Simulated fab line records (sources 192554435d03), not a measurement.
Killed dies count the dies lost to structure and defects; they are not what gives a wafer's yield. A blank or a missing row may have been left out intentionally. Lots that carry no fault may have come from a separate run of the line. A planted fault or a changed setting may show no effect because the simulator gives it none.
Struck lot and sound lot, side by side	flow n5-finfet	15 steps out of a route of 1938
Sound: the wafers L790.1, L790.5, L790.6. Struck: wafers L780.1, L780.3, L780.4. At the end, the cause is stated.
Per side, at each step with rows, come the tool, then ch with its chambers, and then its first start. Under that, the readings that differ: sound wafers	struck wafers	difference of the means	sigmas: that difference in standard deviations of wafers without a fault.
alike: a reading whose means differ by less than 2 such deviations, as well as words and numbers matching on both sides. not compared: withheld readings; readings where some wafer has no value; bounds like >300 that might hide an equal value; numbers whose values overlap and for which the record gives no deviation.
Wherever a step has rows on one side only, a row that says differs or no value, or a row with sigmas, the two part there. Non-overlapping numbers with no deviation appear without sigmas and do not part them. A reading missing from all wafers of one side parts the sides only when that side holds two or more wafers.

N5_SD_EPI_P_CD_MEAS_09: target cd 240 nm.
  sound on cd-sem-02 ch 0, day 7 11:22; struck on cd-sem-02 ch 0, day 5 02:13
  alike: cd-nm
N5_SD_EPI_P_OVL_MEAS_10:
  sound on overlay-02 ch 0, day 7 11:24; struck on overlay-02 ch 0, day 5 02:14
  alike: SD_P_BLK_OVL
N5_SD_EPI_P_INSPECT_11: inspects for defects (macro).
  struck on defect-inspect-01, day 5 02:16; sound on defect-inspect-02, day 7 11:25
  alike: raw-defect-count
N5_SD_EPI_P_DESCUM_14: chemistry O2, time 7.9 s.
  sound on rie-diel-06 ch 0,2, day 7 11:28; struck on rie-diel-06 ch 0,1,2, day 5 02:18
  alike: bias-power-w, drypump-motor-current-A, oes-product-au, rf-vpp-V, showerhead-plenum-p-Torr, throttle-valve-pct
  not compared: rf-hours-counter-h
N5_SD_EPI_P_ETCH_36: etches SiARC in CF4, target depth 45.5 nm, time 75.8 s.
  sound on rie-diel-06 ch 0,2, day 7 11:29; struck on rie-diel-06 ch 0,1,2, day 5 02:20
  alike: bias-w, cf4-flow-sccm, drypump-motor-current-A, etch-rf-on-time-s, oes-product-au, rf-vpp-V, showerhead-plenum-p-Torr, throttle-valve-pct
  not compared: rf-hours-counter-h
then, 3 steps without rows for these wafers: N5_SD_EPI_P_ETCH_37 (etches SOC in N2/H2, overetch 108 nm, time 486 s); N5_SD_EPI_P_STRIP_38 (strips in N2/H2); N5_SD_EPI_P_ETCHBACK_46 (etches SiNx in CH3F/O2, stops on SiO2, target depth 17.5 nm).
N5_SD_EPI_P_ETCH_47: etches SiOCN in CH3F/O2, target depth 25 nm.
  sound on rie-diel-06 ch 0,2, day 7 11:58; struck on rie-diel-06 ch 0,1,2, day 5 02:49
  alike: CH3F_flow_sccm, O2_flow_sccm, drypump-motor-current-A, oes-product-au, rf-vpp-V, showerhead-plenum-p-Torr, throttle-valve-pct
  not compared: rf-hours-counter-h
then, 2 steps without rows for these wafers: N5_SD_EPI_P_ETCH_16 (etches SiO2 in CHF3/O2, target depth 5 nm); N5_SD_EPI_P_STRIP_50 (strips in CHF3/O2).
N5_SD_EPI_P_SD_RECESS_17: chemistry HBr/Cl2/O2, target depth 39.1 nm, bt time 3 s.
  sound on rie-si-04 ch 2,3, day 7 12:09; struck on rie-si-02 ch 0,2,3, day 5 02:59
  alike: drypump-motor-current-A, oes-product-au, throttle-valve-pct
  not compared: rf-hours-counter-h
N5_SD_EPI_P_WET_ETCH_45: etches SiO2 in dHF, time 10.7 s, target depth 2 nm, rinse time 30 s.
  sound on wet-bench-02 ch 0,1,6, day 7 12:14; struck on wet-bench-02 ch 0,5,6, day 5 03:05
  no value came back on the struck wafers for rinse-temp-c (C), rinse-time-s (s); on the sound wafers rinse-temp-c (C) reads 23.05 23.03 22.92
N5_SD_EPI_P_STRIP_40: strips in N2/H2.
  sound on plasma-asher-02 ch 0,1, day 7 12:17; struck on plasma-asher-01 ch 0,1, day 5 03:08
  alike: drypump-motor-current-A, heater-power-w, oes-product-au
  not compared: rf-hours-counter-h
-- record jumps: 8 days separate the struck wafers' starts on either side; left off in module SD_EPI_P, taken up again in module PASSIVATION, whose first shown step is the route's number 1936 --
N5_PASSIVATION_PROBE_49:
  struck on prober-02, day 13 14:52; sound on prober-02, day 16 18:12
  alike: killed_at_M0_to_M3, killed_at_M4_up, killed-at-contacts, killed-at-front-end, killed-at-other, killed-dies, killed-open, killed-short

WHERE THEY PART
At N5_SD_EPI_P_WET_ETCH_45 and nowhere else, as far as this record goes. Later steps at which nothing parts them and some readings are alike: N5_SD_EPI_P_STRIP_40, N5_PASSIVATION_PROBE_49.

WHY: what had been put in by the simulator
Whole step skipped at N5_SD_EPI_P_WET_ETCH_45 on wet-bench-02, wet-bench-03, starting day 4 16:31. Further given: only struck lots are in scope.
